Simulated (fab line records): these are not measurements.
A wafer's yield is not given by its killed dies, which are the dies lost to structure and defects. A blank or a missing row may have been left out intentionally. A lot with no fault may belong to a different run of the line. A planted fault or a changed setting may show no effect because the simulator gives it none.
Matching of chambers -- flow nand_harc -- NHARC_A_STAIRCASE_CMP_450 on cmp-01: 4 sister chambers
The step polishes SiO2, target thk 200 nm. 16 wafers are shown with their chamber, then 8 later ones without.

== WAFERS, EACH WITH ITS CHAMBER ==
wafer,chamber,motor_current_A (A),edge_zone_pressure_frac
L074.1,3,11.1,1.005
L074.3,0,11.6,0.997
L074.5,3,11.1,0.999
L080.2,3,11.0,0.999
L080.4,0,11.1,0.997
L080.6,2,10.6,1.004
L081.3,2,10.7,1.008
L081.4,3,11.4,1.010
L081.5,3,11.6,1.004
L083.1,1,14.5,1.012
L083.2,3,11.5,0.996
L083.3,0,11.2,1.003
L084.2,3,11.5,1.002
L084.3,0,11.1,0.997
L084.6,0,11.6,1.002
L087.2,2,10.9,1.001

SIGNATURES (averages over the wafers above)
reading,chamber 0,chamber 1,chamber 2,chamber 3,scatter within a chamber
motor_current_A,11.320,14.500,10.733,11.314,0.235
edge_zone_pressure_frac,0.99920,1.01200,1.00433,1.00214,0.004
Rule: a wafer lies at a distance from a chamber equal to the root of the sum of squares, over the readings, of (its reading less the chamber's mean, divided by the reading's scatter). The wafer belongs to the nearest chamber; if the next one is less than 2 further off, it can't be placed. The scatter: the root of (the sum of the squares of (reading less its chamber's mean) over the shown wafers, divided by (wafers less chambers)).

== WAFERS MISSING THEIR CHAMBER ==
wafer,motor_current_A (A),edge_zone_pressure_frac
L087.3,14.4,1.003
L087.6,14.0,0.996
L090.2,11.1,1.000
L090.3,10.9,1.000
L090.6,10.9,1.003
L092.3,11.9,1.012
L092.4,10.2,1.004
L092.5,11.8,1.005

== WHICH CHAMBER EACH ONE RAN IN ==
wafer,from the rows above,in truth
L087.3,1,1
L087.6,1,1
L090.2,can't be placed: 0 or 3 or 2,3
L090.3,can't be placed: 2 or 0 or 3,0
L090.6,can't be placed: 2 or 3 or 0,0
L092.3,can't be placed: 3 or 0 or 2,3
L092.4,2,2
L092.5,can't be placed: 3 or 0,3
Placed correctly: 3 of 8. Unplaceable from these rows: 5, with the true chamber sitting among the candidates in 5. Wrongly placed: 0.
